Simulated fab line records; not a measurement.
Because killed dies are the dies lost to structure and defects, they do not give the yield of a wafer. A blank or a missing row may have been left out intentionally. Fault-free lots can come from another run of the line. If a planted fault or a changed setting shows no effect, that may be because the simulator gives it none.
A struck lot beside a sound one / flow nand-harc / 15 out of 1159 route steps
Sound: the wafers L453.4, L453.5, L453.6. Struck: wafer L448.5 (L448.1, L448.3, from the same lot, were not struck and are left out); the cause is given at the end.
At each step with rows: each side's tool, then ch and its chambers, then its first start. Under that, the readings that differ: sound wafers / struck wafers / difference of the means / sigmas: that difference in standard deviations of wafers without a fault.
alike: same words and numbers on both sides, and readings whose means sit less than 2 such deviations apart. not compared: any withheld reading, any reading some wafer has no value for, any bound like >300 that may hide the same value, and any number with overlapping values for which the record gives no deviation.
The two part at a step that has a row with sigmas, a row that says differs or no value, or rows on one side only. When numbers do not overlap yet have no deviation, they are printed without sigmas and do not part them. A reading missing from all wafers of one side parts the sides only when that side holds two or more wafers.

first, 1 step without rows for these wafers: NHARC_A_CONTACT_ETCH_118 (etches the open film in C4F8/O2/Ar, time 94 s, target depth 922 nm).
NHARC_A_CONTACT_ETCH_119: etches the open film in C4F8/O2/Ar, time 94 s, target depth 922 nm.
  sound on har-cap-etch-02 ch 0,1, day 20 13:10; struck on har-cap-etch-01 ch 1, day 20 02:46
  not compared: rf-hours-counter-h
NHARC_A_CONTACT_ETCH_120: etches the open film in C4F8/O2/Ar, time 94 s, target depth 922 nm.
  sound on har-cap-etch-02 ch 0,1, day 20 13:15; struck on har-cap-etch-01 ch 1, day 20 02:53
  not compared: rf-hours-counter-h
NHARC_A_CONTACT_ETCH_121: etches the open film in C4F8/O2/Ar, time 94 s, target depth 922 nm.
  sound on har-cap-etch-02 ch 0,1, day 20 13:20; struck on har-cap-etch-01 ch 1, day 20 03:00
  not compared: rf-hours-counter-h
then, 3 steps without rows for these wafers: NHARC_A_CONTACT_ETCH_122 (etches the open film in C4F8/O2/Ar, time 95 s, target depth 930 nm); NHARC_A_CONTACT_ETCH_123 (etches the open film in C4F8/O2/Ar, time 253 s, target depth 1090 nm); NHARC_A_CONTACT_ETCH_90 (etches the open film in CH3F/O2, target depth 40 nm, time 85.7 s).
NHARC_A_CONTACT_ETCH_96: etches the open film in C4F6/O2, target depth 20 nm, time 10 s.
  sound on rie-diel-03 ch 0,1; struck on rie-diel-03 ch 2
  alike: drypump-motor-current-A, mfc-ar-sccm, oes-product-au, rf-vpp-V, showerhead-plenum-p-Torr, throttle-valve-pct
  not compared: rf-hours-counter-h
NHARC_A_CONTACT_CD_MEAS_53:
  sound on cd-sem-03 at day 20 14:19; struck on cd-sem-02 at day 20 04:09
  alike: cd-nm
then, 3 steps without rows for these wafers: NHARC_A_CONTACT_STRIP_99 (strips in N2/H2); NHARC_A_CONTACT_STRIP_100 (strips in CF4/CHF3); NHARC_A_CONTACT_STRIP_101 (strips in O2/COS).
NHARC_A_CONTACT_ETCH_102: etches the open film in CF4/O2, target depth 70 nm, overetch 7 nm, time 38.5 s.
  sound on rie-diel-12 ch 1,2,3, day 20 14:38; struck on rie-diel-03 ch 2, day 20 04:27
reading=oes-product-au (a.u.); sound=0.986 0.988 0.975; struck=0.952; difference=-0.031; sigmas=-3
  alike: drypump-motor-current-A, mfc-ar-sccm, oes_ar_750_au, oes_f_703_au, rf-vpp-V, showerhead-plenum-p-Torr, throttle-valve-pct
  not compared: rf-hours-counter-h
NHARC_A_CONTACT_STRIP_55: strips in O2.
  sound on rie-diel-12 ch 1,2,3; struck on rie-diel-03 ch 2
  alike: drypump-motor-current-A, mfc-ar-sccm, oes-product-au, rf-vpp-V, showerhead-plenum-p-Torr, throttle-valve-pct
  not compared: rf-hours-counter-h
-- the record jumps here: 3 days lie between the struck wafers' starts before and after (it left off in module A_CONTACT and takes up again in module END, whose first step shown is number 1159 of the route) --
NHARC_END_SORT_01:
  at this point the record logs the struck wafers (prober-01 ch 0, day 23 09:52) and has no rows for the sound ones

== WHERE THEY PART ==
At NHARC_A_CONTACT_ETCH_102 first; at NHARC_END_SORT_01 last (within this record only).

WHY: whatever the simulator had introduced
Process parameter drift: rie-diel-03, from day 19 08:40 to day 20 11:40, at NHARC_A_CONTACT_ETCH_102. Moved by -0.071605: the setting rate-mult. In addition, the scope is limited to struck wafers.
